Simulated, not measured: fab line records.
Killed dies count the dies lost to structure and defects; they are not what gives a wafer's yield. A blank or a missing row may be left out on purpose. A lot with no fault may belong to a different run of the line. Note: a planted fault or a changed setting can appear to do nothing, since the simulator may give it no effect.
2 desks looking at one fault | flow n5_finfet | numbers are kept per desk, each desk with only its own; the story behind them comes last

## AT THE TOOL OWNER'S DESK: rie_diel-03
The tool's own readings at N5_BEOL_M2_TRENCH_ETCH_37 (etches SiOC in C4F6/O2, target depth 55.555 nm, time 29.2 s): means of the sampled wafers that have a number, for each lot that ran on this tool. A lot is out of limits, marked OUT, if its mean lies more than 4 standard deviations from the usual mean; the brackets give that distance. It has 8 readings, of which 7 appear: the earliest out of limits, and the ones furthest out on some lot.
Columns: A = bias_w at N5_BEOL_M2_TRENCH_ETCH_37, usual 185.0 W; B = mfc_ar_sccm at N5_BEOL_M2_TRENCH_ETCH_37, usual 300.0 sccm; C = oes_o_777_au at N5_BEOL_M2_TRENCH_ETCH_37, usual 0.79 a.u.; D = oes_product_au at N5_BEOL_M2_TRENCH_ETCH_37, usual 0.79 a.u.; E = rf_vpp_V at N5_BEOL_M2_TRENCH_ETCH_37, usual 666 V; F = showerhead_plenum_p_Torr at N5_BEOL_M2_TRENCH_ETCH_37, usual 2.85 Torr; G = throttle_valve_pct at N5_BEOL_M2_TRENCH_ETCH_37, usual 20.88 %
lot  | first seen here | A               | B     | C    | D    | E   | F    | G
L480 | day 7 07:14     | 185.7           | 299.7 | 0.87 | 0.89 | 670 | 2.84 | 20.88
L484 | day 8 07:56     | 185.0           | 299.6 | 0.81 | 0.82 | 667 | 2.80 | 20.82
L488 | day 9 06:20     | 178.4 (-14) OUT | 300.2 | 0.73 | 0.73 | 646 | 2.74 | 20.93
L489 | day 9 09:02     | 177.7 (-16) OUT | 300.0 | 0.74 | 0.73 | 646 | 2.80 | 20.90
L501 | day 12 08:59    | 184.5           | 300.2 | 0.83 | 0.84 | 668 | 2.84 | 20.77
This desk finds L488, L489 out of limits, L488 being first, at day 9 06:20 (bias_w at N5_BEOL_M2_TRENCH_ETCH_37). Within limits: L480, L484, L501.

## METROLOGY DESK
What the gauges read, lot by lot, whatever tool the lot ran on: means of the sampled wafers that have a number. A lot is out of limits, marked OUT, if its mean lies more than 4 standard deviations from the usual mean; the brackets give that distance. It has 10 readings; the 7 that lie furthest out on some lot are the ones shown.
Columns: A = DIBL_N at N5_BEOL_M4_RC_MEAS_101, usual 36.3 mV/V; B = DIBL_P at N5_BEOL_M4_RC_MEAS_101, usual 36.5 mV/V; C = ION_P at N5_BEOL_M4_RC_MEAS_101, usual 462 uA/um; D = SS_N at N5_BEOL_M4_RC_MEAS_101, usual 71.6 mV/dec; E = SS_P at N5_BEOL_M4_RC_MEAS_101, usual 73.3 mV/dec; F = VT_N at N5_BEOL_M4_RC_MEAS_101, usual 249 mV; G = VT_P at N5_BEOL_M4_RC_MEAS_101, usual -250 mV
lot  | first seen here | A    | B    | C   | D    | E    | F   | G
L480 | day 8 07:23     | 36.4 | 36.9 | 465 | 71.3 | 73.4 | 250 | -250
L482 | day 8 14:43     | 37.4 | 37.2 | 466 | 72.1 | 73.8 | 248 | -246
L483 | day 8 14:51     | 35.5 | 35.7 | 472 | 71.3 | 72.4 | 251 | -251
L484 | day 9 10:17     | 37.0 | 37.6 | 463 | 72.1 | 72.9 | 249 | -251
L488 | day 10 07:21    | 34.6 | 35.0 | 471 | 70.9 | 73.5 | 251 | -249
L489 | day 10 09:15    | 35.2 | 35.0 | 454 | 71.2 | 72.6 | 250 | -252
L497 | day 12 03:55    | 37.0 | 36.3 | 465 | 71.6 | 73.1 | 252 | -247
L498 | day 13 00:05    | 34.3 | 33.9 | 462 | 71.5 | 73.2 | 249 | -252
L501 | day 13 10:06    | 35.4 | 36.6 | 457 | 71.7 | 73.7 | 249 | -253
This desk's finding: nothing out of limits on any of the 9 lots.

## BROUGHT TOGETHER
At day 9 06:20, on L488, L489, the tool owner's desk was in a position to raise an alarm.
The metrology desk saw nothing out of limits.
The metrology desk holds a record of L488, L489, inside its limits.
Of the lots named, all ran N5_BEOL_M2_TRENCH_ETCH_37 on rie_diel-03.

## WHAT HAD BEEN PUT IN BY THE SIMULATOR
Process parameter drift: rie_diel-03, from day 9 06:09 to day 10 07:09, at N5_BEOL_M2_TRENCH_ETCH_37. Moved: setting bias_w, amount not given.
Lots struck among those shown: L488, L489.
Hours from the fault's start to each desk's first reading out of limits: the tool owner's desk, 0.
